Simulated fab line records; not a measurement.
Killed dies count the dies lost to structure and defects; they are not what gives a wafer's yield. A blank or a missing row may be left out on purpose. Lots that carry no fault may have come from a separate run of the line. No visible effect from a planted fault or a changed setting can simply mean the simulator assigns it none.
A struck lot beside a sound one + flow nand-harc + 13 out of 1302 route steps
Sound: the wafers L912.1, L912.2, L912.3. Struck: wafers L911.2, L911.6. (L911.5 of the same lot was not struck and is left out.) The cause comes at the end.
For every step that has rows: the tool of each side, followed by ch and its chambers, followed by its first start. Under that, the readings that differ: sound wafers + struck wafers + difference of the means + sigmas: that difference in standard deviations of wafers without a fault.
alike: readings whose means differ by less than 2 such deviations, and words and numbers that are the same on both sides. not compared: withheld readings, readings that some wafer has no value for, bounds like >300 that may hide the same value, and numbers for which the record gives no deviation and whose values overlap.
The two part at a step that has a row with sigmas, a row that says differs or no value, or rows on one side only. Numbers that have no deviation but don't overlap get no sigmas and don't part them. Lack of a reading on every wafer of one side parts them only where that side has two or more wafers.

NHARC_A_WL_FILL_CVD_03: deposits W, target thk 40 nm, time 279 s.
  sound on cvd-w-02 ch 0,1, day 24 19:18; struck on cvd-w-02 ch 1, day 24 06:59
  alike: chamber-pressure-Torr, heater-power-w, mfc-wf6-sccm, throttle-valve-pct
NHARC_A_WL_FILL_ETCHBACK_04: etches the open film in NF3, target depth 60 nm, time 120 s.
  sound on rie-metal-03 ch 0,1, day 24 19:41; struck on rie-metal-03 ch 1, day 24 07:22
  alike: drypump-motor-current-A, oes-product-au, run-length-s
  not compared: rf-hours-counter-h
NHARC_A_WL_FILL_ETCHBACK_05: etches the open film in Cl2/BCl3, target depth 22 nm, time 60 s.
  sound on rie-metal-03 ch 0,1, day 24 19:55; struck on rie-metal-03 ch 0,1, day 24 07:37
  alike: drypump-motor-current-A, oes-product-au, run-length-s
  not compared: rf-hours-counter-h
then, 6 steps without rows for these wafers: NHARC_A_WL_FILL_STRIP_27 (strips in N2/H2, time 20 s); NHARC_A_WL_FILL_STRIP_28 (strips in post etch residue remover, time 1200 s); NHARC_A_WL_FILL_PRECLEAN_06 (cleans in DIW, time 300 s); NHARC_A_WL_FILL_SRD_07; NHARC_A_WL_FILL_ANNEAL_08 (time 1800 s); NHARC_A_WL_FILL_ALD_10 (deposits SiO2, target thk 50 nm, pulse time 10 s, ald cycles 500).
NHARC_A_WL_FILL_ETCHBACK_16: etches the open film in C4F8/O2/Ar, target depth 120 nm, time 24 s.
  sound on rie-diel-06 ch 0,1,3; struck on rie-diel-03 ch 0,2
| reading               | sound          | struck    | difference | sigmas |
|-----------------------|----------------|-----------|------------|--------|
| oes-product-au (a.u.) | 1.02 1.00 0.98 | 0.92 0.92 | -0.08      | -2     |
  alike: rf-vpp-V, run-length-s
  not compared: rf-hours-counter-h
NHARC_A_WL_FILL_STRIP_29: strips in O2, time 20 s.
  sound on rie-diel-06 ch 0,1,3, day 25 05:44; struck on rie-diel-03 ch 1,2, day 24 17:52
  alike: drypump-motor-current-A, oes-product-au, rf-vpp-V, showerhead-plenum-p-Torr, throttle-valve-pct
  not compared: rf-hours-counter-h
NHARC_A_WL_FILL_ETCHBACK_17: etches the open film in Cl2/BCl3, target depth 4 nm, time 26.7 s.
  sound on rie-metal-03 ch 0, day 25 05:50; struck on rie-metal-02 ch 0, day 24 17:58
| reading               | sound             | struck      | difference | sigmas |
|-----------------------|-------------------|-------------|------------|--------|
| oes-product-au (a.u.) | 1.007 1.013 1.008 | 0.980 0.971 | -0.034     | -3     |
| run-length-s (s)      | 48.1 48.2 47.9    | 37.9 37.8   | -10.2      | -21    |
  alike: drypump-motor-current-A
  not compared: rf-hours-counter-h
then, 1 step without rows for these wafers: NHARC_A_WL_FILL_PRECLEAN_18 (cleans in dHF, time 30 s).

WHERE THEY PART
Last at NHARC_A_WL_FILL_ETCHBACK_17 as far as this record goes, first at NHARC_A_WL_FILL_ETCHBACK_16.

WHY: what the simulator had put in
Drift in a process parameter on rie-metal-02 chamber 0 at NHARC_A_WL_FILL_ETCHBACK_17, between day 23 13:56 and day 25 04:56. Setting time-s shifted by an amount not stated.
